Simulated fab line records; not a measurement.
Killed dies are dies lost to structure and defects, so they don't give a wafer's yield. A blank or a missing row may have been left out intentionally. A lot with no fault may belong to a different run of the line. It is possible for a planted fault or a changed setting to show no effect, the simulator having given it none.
The tool behind it: which one?	flow nand-harc	36 wafers from 12 lots sampled at 5 of the route's 1302 steps

## WHAT EACH GAUGE READ, for each wafer
NHARC_END_SORT_01. Usual: killed-at-array 52, standard deviation 18; killed-at-other 0.6, standard deviation 0.83; killed-at-periphery 4.3, standard deviation 2.8; killed-dies 57, standard deviation 19; killed-open 3.4, standard deviation 2; killed-short 2.5, standard deviation 1.7.
lot	measured	on	killed-at-array	killed-at-other	killed-at-periphery	killed-dies	killed-open	killed-short	flag
L811	day 25 16:49	prober-01	24 12 25	0 1 2	3 3 5	27 16 32	0 2 6	8 1 2	
L813	day 25 20:13	prober-02	67 78 58	0 1 0	4 2 0	71 81 58	3 7 3	5 6 3	
L814	day 26 12:28	prober-02	50 56 46	1 1 0	3 6 1	54 63 47	2 4 1	3 3 1	

## EACH LOT AND THE TOOL THAT RAN IT (in order: tool; ch and the chambers of the sampled wafers; start)
lot	NHARC_A_CHANNEL_HOLE_D1_ETCH_26	NHARC_A_CHANNEL_HOLE_D1_STRIP_27	NHARC_A_CHANNEL_HOLE_D1_XSEM_31	NHARC_A_CHANNEL_FILL_D1_ALD_15
L808	har-etch-02 ch 0,1, day 8 11:46	rie-diel-10 ch 2,3, day 8 13:31 or earlier	xsem-01 ch 0, day 8 13:31	ald-sin-batch-01 ch 0, day 9 01:49
L809	har-etch-01 ch 0,1, day 9 04:17	rie-diel-10 ch 0,1,2, day 9 06:13 or earlier	xsem-02 ch 0, day 9 06:13	ald-sin-batch-02 ch 0, day 9 16:42
L810	har-etch-02 ch 0,1, day 9 10:12	rie-diel-13 ch 2,3, day 9 12:11 or earlier	xsem-01 ch 0, day 9 12:11	ald-sin-batch-01 ch 0, day 10 00:14
L811	har-etch-01 ch 0,1, day 9 21:49	rie-diel-13 ch 1,2, day 9 23:55 or earlier	xsem-02 ch 0, day 9 23:55	ald-sin-batch-02 ch 0, day 10 11:53
L813	har-etch-01 ch 0, day 10 11:59	rie-diel-13 ch 0,2,3, day 10 13:49 or earlier	xsem-01 ch 0, day 10 13:49	ald-sin-batch-01 ch 0, day 11 00:11
L814	har-etch-01 ch 0,1, day 11 03:53	rie-diel-10 ch 1,2,3, day 11 05:44 or earlier	xsem-02 ch 0, day 11 05:44	ald-sin-batch-02 ch 0, day 11 16:08
L815	har-etch-02 ch 0,1, day 11 04:18	rie-diel-13 ch 1,2,3, day 11 06:07 or earlier	xsem-01 ch 0, day 11 06:07	ald-sin-batch-02 ch 0, day 11 16:08
L818	har-etch-01 ch 0,1, day 13 01:50	rie-diel-13 ch 0,1,2, day 13 03:38 or earlier	xsem-02 ch 0, day 13 03:38	ald-sin-batch-01 ch 0, day 13 14:09
L820	har-etch-01 ch 0,1, day 13 20:50	rie-diel-13 ch 0,1, day 13 22:39 or earlier	xsem-01 ch 0, day 13 22:39	ald-sin-batch-02 ch 0, day 14 09:05
L829	har-etch-01 ch 0, day 17 08:04	rie-diel-13 ch 0,1, day 17 10:01 or earlier	xsem-02 ch 0, day 17 10:01	ald-sin-batch-01 ch 0, day 17 21:23
L830	har-etch-02 ch 0,1, day 17 21:27	rie-diel-10 ch 1,2,3, day 17 23:17 or earlier	xsem-01 ch 0, day 17 23:17	ald-sin-batch-02 ch 0, day 18 09:56
L831	har-etch-01 ch 0,1, day 18 06:47	rie-diel-13 ch 0,2,3, day 18 08:38 or earlier	xsem-02 ch 0, day 18 08:38	ald-sin-batch-01 ch 0, day 18 19:16
- NHARC_A_CHANNEL_HOLE_D1_ETCH_26: etches the open film in C4F8/O2/Ar, time 224.1 s, target depth 300 nm.
- NHARC_A_CHANNEL_HOLE_D1_STRIP_27: strips in O2.
- NHARC_A_CHANNEL_HOLE_D1_XSEM_31
- NHARC_A_CHANNEL_FILL_D1_ALD_15: deposits SiNx, target thk 2 nm, pulse time 60 s, ald cycles 19.

## AS READ BY THE TOOLS THEMSELVES (means over the sampled wafers that have a number; for cases with no such wafer, the mark the record gives instead)
NHARC_A_CHANNEL_HOLE_D1_ETCH_26. Usual: drypump-motor-current-A 5.8 A, standard deviation 0.83; o2-flow-sccm 113.5 sccm, standard deviation 0.35; showerhead-plenum-p-Torr 3.63 Torr, standard deviation 0.098; throttle-valve-pct 24.584 %, standard deviation 0.0097.
lot	tool	drypump-motor-current-A (A)	o2-flow-sccm (sccm)	showerhead-plenum-p-Torr (Torr)	throttle-valve-pct (%)	flag
L808	har-etch-02	6.0	113.5	3.75	24.588	
L809	har-etch-01	5.6	113.2	3.59	24.584	
L810	har-etch-02	5.5	113.5	3.73	24.585	
L811	har-etch-01	5.6	113.3	3.58	24.590	
L813	har-etch-01	6.8	113.8	3.63	24.575	
L814	har-etch-01	5.5	113.9	3.57	24.596	
L815	har-etch-02	5.5	113.6	3.71	24.582	
L818	har-etch-01	5.6	113.3	3.56	24.582	
L820	har-etch-01	6.1	113.6	3.57	24.590	
L829	har-etch-01	6.7	113.4	3.57	24.587	
L830	har-etch-02	6.0	113.2	3.80	24.577	
L831	har-etch-01	6.1	113.5	3.54	24.587	

NHARC_A_CHANNEL_HOLE_D1_STRIP_27. Usual: drypump-motor-current-A 5.7 A, standard deviation 0.44; o2-flow-sccm 500.0 sccm, standard deviation 1.4; oes-product-au 1.000 a.u., standard deviation 0.0092; rf-vpp-V 57.6 V, standard deviation 0.93; showerhead-plenum-p-Torr 3.47 Torr, standard deviation 0.12; throttle-valve-pct 17.036 %, standard deviation 0.0091.
lot	tool	drypump-motor-current-A (A)	o2-flow-sccm (sccm)	oes-product-au (a.u.)	rf-vpp-V (V)	showerhead-plenum-p-Torr (Torr)	throttle-valve-pct (%)	flag
L808	rie-diel-10	5.5	500.3	1.009	57.6	3.58	17.036	
L809	rie-diel-10	5.5	500.2	1.008	57.3	3.47	17.033	
L810	rie-diel-13	5.3	498.9	0.991	58.0	3.58	17.036	
L811	rie-diel-13	6.1	501.2	0.999	58.4	3.42	17.036	
L813	rie-diel-13	5.5	500.5	0.996	58.1	3.50	17.041	
L814	rie-diel-10	5.6	500.2	0.996	57.7	3.48	17.041	
L815	rie-diel-13	5.7	500.3	0.994	57.4	3.51	17.027	
L818	rie-diel-13	5.9	499.5	1.002	58.4	3.41	17.039	
L820	rie-diel-13	6.3	500.2	1.012	57.4	3.34	17.033	
L829	rie-diel-13	6.0	498.9	0.998	57.4	3.33	17.046	
L830	rie-diel-10	5.6	500.8	1.007	57.6	3.45	17.044	
L831	rie-diel-13	5.5	499.5	1.002	57.4	3.50	17.027	

NHARC_A_CHANNEL_HOLE_D1_XSEM_31. Usual: bot-cd-nm 74.2 nm, standard deviation 1.3; bow-nm 8.64 nm, standard deviation 0.26; tilt-deg 0.06 degrees, standard deviation 0.044.
lot	tool	bot-cd-nm (nm)	bow-nm (nm)	tilt-deg (degrees)	flag
L808	xsem-01	73.3	8.82	0.07	
L809	xsem-02	75.4	8.06	0.03	
L810	xsem-01	73.6	8.92	0.11	
L811	xsem-02	75.2	8.80	0.13	
L813	xsem-01	72.5	8.99	0.06	
L814	xsem-02	74.5	8.41	0.12	
L815	xsem-01	71.7	8.65	0.06	
L818	xsem-02	74.0	8.81	0.10	
L820	xsem-01	75.6	8.75	0.05	
L829	xsem-02	74.3	8.87	0.04	
L830	xsem-01	74.6	8.56	0.17	
L831	xsem-02	74.7	8.65	0.11	

NHARC_A_CHANNEL_FILL_D1_ALD_15. Usual: precursor-pulse-height-rel reads 0.998 (standard deviation 0.02).
lot	tool	precursor-pulse-height-rel	flag
L808	ald-sin-batch-01	1.004	
L809	ald-sin-batch-02	0.992	
L810	ald-sin-batch-01	0.989	
L811	ald-sin-batch-02	1.002	
L813	ald-sin-batch-01	1.015	
L814	ald-sin-batch-02	0.970	
L815	ald-sin-batch-02	0.989	
L818	ald-sin-batch-01	0.994	
L820	ald-sin-batch-02	1.009	
L829	ald-sin-batch-01	0.981	
L830	ald-sin-batch-02	1.000	
L831	ald-sin-batch-01	0.988	

## THE ANSWER, worked out from the rows above alone
Rule: take the mean of a lot's wafers that have a number; if it is more than 3 standard deviations from the usual mean, the lot is off. A lot without any number at a reading at which 4 lots or more have one is off too. Where the step has rows for the other lots, those lots are counted as sound. Order of review: gauges by route order, followed by the tools' own readings, for which a lot's mean as printed above is used. The first step at which some lot is off is used, and at that step the reading that is off furthest; a lot without a number counts as furthest.
Nothing can be told from this: no lot is off at any reading shown.

## WHAT THE SIMULATOR HAD PUT IN
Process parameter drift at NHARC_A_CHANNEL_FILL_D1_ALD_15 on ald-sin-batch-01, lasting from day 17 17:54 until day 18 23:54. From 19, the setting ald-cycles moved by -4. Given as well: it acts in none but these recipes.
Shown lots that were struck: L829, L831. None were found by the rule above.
